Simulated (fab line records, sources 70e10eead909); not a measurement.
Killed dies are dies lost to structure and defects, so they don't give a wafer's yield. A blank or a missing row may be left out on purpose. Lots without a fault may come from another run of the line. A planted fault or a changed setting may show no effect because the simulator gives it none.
Chamber matching | flow nand_harc | NHARC_A_CHANNEL_HOLE_D2_ETCH_44 on rie_diel-07: 4 sister chambers
The step etches the open film in CF4/O2, target depth 140 nm, overetch 14 nm, time 77 s. 16 wafers are shown with their chamber, then 8 later ones without.

WAFERS WITH THEIR CHAMBER
wafer  | chamber | drypump_motor_current_A (A) | rf_vpp_V (V) | oes_product_au (a.u.)
L077.1 | 0       | 6.3                         | 198.2        | 0.995
L077.4 | 1       | 5.6                         | 196.5        | 1.002
L077.5 | 2       | 5.4                         | 196.2        | 1.006
L080.1 | 1       | 5.5                         | 197.2        | 1.001
L080.2 | 2       | 5.4                         | 195.6        | 1.003
L080.5 | 1       | 5.6                         | 196.3        | 0.997
L081.1 | 3       | 6.0                         | 197.2        | 1.008
L081.2 | 0       | 6.3                         | 197.8        | 1.000
L081.5 | 0       | 6.3                         | 198.1        | 1.008
L085.2 | 1       | 5.5                         | 196.1        | 1.000
L085.5 | 2       | 5.4                         | 197.2        | 1.004
L085.6 | 3       | 6.0                         | 197.8        | 1.002
L087.2 | 2       | 5.4                         | 197.8        | 0.996
L087.3 | 3       | 6.0                         | 198.1        | 1.011
L087.4 | 1       | 5.6                         | 197.9        | 0.996
L088.3 | 0       | 6.3                         | 197.5        | 0.996

SIGNATURES (means of the wafers above)
reading                 | chamber 0 | chamber 1 | chamber 2 | chamber 3 | scatter within a chamber
drypump_motor_current_A | 6.300     | 5.560     | 5.400     | 6.000     | 0.0316
rf_vpp_V                | 197.900   | 196.800   | 196.700   | 197.700   | 0.698
oes_product_au          | 0.99975   | 0.99920   | 1.00225   | 1.00700   | 0.00438
Rule: a wafer's distance from a chamber is the root of the sum, over the readings, of the square of ((its reading less the chamber's mean) divided by the reading's scatter). The wafer belongs to the nearest chamber; if the next one is less than 2 further off, it can't be placed. The scatter: the root of (the sum of the squares of (reading less its chamber's mean) over the shown wafers, divided by (wafers less chambers)).

WAFERS WITHOUT THEIR CHAMBER
wafer  | drypump_motor_current_A (A) | rf_vpp_V (V) | oes_product_au (a.u.)
L088.4 | 5.6                         | 195.7        | 1.001
L088.6 | 6.3                         | 196.9        | 1.002
L095.1 | 6.2                         | 198.3        | 0.992
L095.4 | 6.0                         | 198.9        | 0.993
L095.5 | 6.3                         | 198.0        | 0.998
L096.1 | 6.0                         | 197.6        | 0.994
L096.5 | 5.5                         | 195.6        | 0.983
L096.6 | 6.3                         | 198.4        | 1.001

WHICH CHAMBER EACH WENT THROUGH
wafer  | from the rows above     | in truth
L088.4 | 1                       | 1
L088.6 | 0                       | 0
L095.1 | 0                       | 0
L095.4 | 3                       | 3
L095.5 | 0                       | 0
L096.1 | 3                       | 3
L096.5 | can't be placed: 1 or 2 | 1
L096.6 | 0                       | 0
Placed correctly: 7 of 8. Can't be placed from these rows: 1 (the true chamber is among the candidates in 1). Placed wrongly: 0.
